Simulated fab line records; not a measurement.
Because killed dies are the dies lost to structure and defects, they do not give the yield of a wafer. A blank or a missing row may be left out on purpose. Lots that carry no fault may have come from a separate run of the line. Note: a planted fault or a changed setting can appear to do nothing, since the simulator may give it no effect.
Chamber matching | flow n5 finfet | N5_BEOL_M10_DESCUM_33 on rie diel-02 has 4 sister chambers
The step chemistry O2, time 7.9 s. 8 wafers are shown with their chamber, then 7 later ones without.

## WAFERS PAIRED WITH THEIR CHAMBERS
wafer  | chamber | drypump motor current A (A) | showerhead plenum p Torr (Torr)
L074.2 | 1       | 4.9                         | 2.14
L084.1 | 2       | 5.9                         | 2.13
L084.6 | 3       | 5.4                         | 2.11
L086.1 | 1       | 5.0                         | 2.13
L086.2 | 0       | 5.7                         | 1.97
L086.4 | 2       | 5.9                         | 2.14
L087.1 | 0       | 5.7                         | 1.97
L087.2 | 3       | 5.4                         | 2.11

## WAFERS WITHOUT THEIR CHAMBER
wafer  | drypump motor current A (A) | showerhead plenum p Torr (Torr)
L087.6 | 5.0                         | 2.13
L091.1 | 5.7                         | 1.97
L091.3 | 5.9                         | 2.13
L091.4 | 5.9                         | 2.13
L093.1 | 5.4                         | 2.11
L093.2 | 5.6                         | 1.97
L093.3 | 5.0                         | 2.13

## CHAMBER TAKEN BY EACH
wafer  | from the rows above | in truth
L087.6 | 1                   | 1
L091.1 | 0                   | 0
L091.3 | 2                   | 2
L091.4 | 2                   | 2
L093.1 | 3                   | 3
L093.2 | 0                   | 0
L093.3 | 1                   | 1
Correct placement for 7 of the 7. Can't be placed from these rows: 0. Wrongly placed: 0.
How it was worked out, from the rows above alone: a wafer's distance from a chamber is the root of the sum, over the readings, of the square of ((its reading less the chamber's mean) divided by the reading's scatter). The wafer belongs to the nearest chamber; if the next one is less than 2 further off, it can't be placed. A chamber's mean is the mean of its shown wafers. How the scatter is found: for the shown wafers, subtract from each reading the mean of its chamber, square and add these, divide the total by (wafers less chambers), then take the root.
